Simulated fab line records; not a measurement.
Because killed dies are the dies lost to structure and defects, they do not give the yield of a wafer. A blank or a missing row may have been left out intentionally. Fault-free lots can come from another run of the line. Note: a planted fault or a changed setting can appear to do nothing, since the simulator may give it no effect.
8D (eight disciplines) problem report, filled in by code :: flow n5 finfet :: the parts of the form that need people (team, actions taken, sign-off) are left out

1. WHAT WENT WRONG
trench depth nm at N5_BEOL_M2_OCD_MEAS_38 reads a mean of 60.4 nm on 4 wafers of 2 lots; wafers without a fault read 55.0 nm with a standard deviation of 1.1. That puts it +4.9 standard deviations away from the usual mean.
The first sign was on wafer L840.3 at day 8 07:13, on ocd-02. The record has a number at this step for 24 wafers belonging to 8 lots. The rule behind "out" and "out of limits": a value lying over 4 standard deviations away from the usual mean. Any other wafer with a number is counted as sound.

2. WHAT THIS IS AND IS NOT
question: which readings at this step
is: trench depth nm
is not: -

question: which lots
is: L840, L845
is not: L836, L849, L855, L856, L857, L858

question: which wafers of those lots
is: L840.3, L840.5, L845.1, L845.5
is not: L840.1, L845.2

question: read on which gauges
is: ocd-02
is not: ocd-01

question: when
is: from day 8 07:13
is not: up to then (4 sound wafers); but 16 sound wafers of L845, L849, L855, L856, L857, L858 came after

3. WHAT RULES OUT EACH SUSPECT
Counting: if a tool at a process step up to the reading ran every lot that is out, it stays a suspect. Sound lots after the first of them don't rule it out here, since some wafers of a struck lot are sound.
- ruled out: the gauge at N5_BEOL_M2_OCD_MEAS_38. All the wafers that are out were read on ocd-02, but those of them that N5_BEOL_M2_TRENCH_ETCH_37 has rows for are out there too, on other tools.
- rie diel-01 at N5_BEOL_M2_STRIP_19 (strips in O2): kept. It ran every lot that is out, first L840 (day 8 02:16).
- rie diel-06 at N5_BEOL_M2_TRENCH_ETCH_37 (etches SiOC in C4F6/O2, target depth 55.555 nm, time 29.2 s): kept. Ran every lot that is out, first one L840 (day 8 07:03); last sound lot up to then L836 (day 7 04:10). Out on those wafers are its own readings of rf fwd power W, rf vpp V.
- In rie diel-06 at N5_BEOL_M2_TRENCH_ETCH_37, the wafers that are out were processed in chamber 3 and their sound lot-mates in chambers 1, 2.
The count leaves rie diel-06 at N5_BEOL_M2_TRENCH_ETCH_37 and rie diel-01 at N5_BEOL_M2_STRIP_19.

4. THE CAUSE (what the simulator had put in)
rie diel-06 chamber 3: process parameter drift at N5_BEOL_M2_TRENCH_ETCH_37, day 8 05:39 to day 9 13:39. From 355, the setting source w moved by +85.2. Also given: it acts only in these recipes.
This tool is one of the 2 suspects left after counting.

5. SEQUENCE OF EFFECTS, ordered by route
Rows list readings where the struck wafers' mean (over those with a number) sits beyond 3 standard deviations from the usual. Only readings whose record carries a usual standard deviation are examined. hours: median over the lots of the time between each lot's start at the first step of this table that gives one and its start at this step. sigmas: the change, counted in usual standard deviations.
hours: 0
step: N5_BEOL_M2_TRENCH_ETCH_37
reading: rf fwd power W
usual: 350.2 W
on struck wafers: 437.0
change: +86.8
sigmas: +51

hours: 0
step: N5_BEOL_M2_TRENCH_ETCH_37
reading: rf vpp V
usual: 663 V
on struck wafers: 610
change: -53
sigmas: -5.3

hours: 0
step: N5_BEOL_M2_OCD_MEAS_38
reading: trench depth nm
usual: 55.0 nm
on struck wafers: 60.4
change: +5.4
sigmas: +4.9

hours: 4
step: N5_BEOL_M2_THK_MEAS_53
reading: M2_THK
usual: 40.3 nm
on struck wafers: 47.0
change: +6.7
sigmas: +3.7

hours: 4
step: N5_BEOL_M2_RS_MEAS_58
reading: M2_RS
usual: 0.67 ohm/sq
on struck wafers: 0.56
change: -0.11
sigmas: -3.0
Its process steps:
- N5_BEOL_M2_TRENCH_ETCH_37: etches SiOC in C4F6/O2, target depth 55.555 nm, time 29.2 s.
Later steps that measure or inspect, where all struck wafers having a row at the step show a number for every such reading and not one has moved that far: N5_BEOL_M2_CD_MEAS_35, N5_BEOL_M4_RC_MEAS_101.

6. WHAT WOULD HAVE CAUGHT IT SOONER
The first out-of-limits reading at a measuring or inspecting step in this record came at day 8 07:13, 2 hours after the fault's start at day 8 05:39.
Tool's own readings at N5_BEOL_M2_TRENCH_ETCH_37, rf fwd power W, rf vpp V: out on all struck wafers the step has rows for; an alarm limit on them would have tripped on the first.
L845, from the lots that are out (2), started N5_BEOL_M2_TRENCH_ETCH_37 on rie diel-06 later than day 8 07:13. It would have been spared by a hold on the tool at that moment.
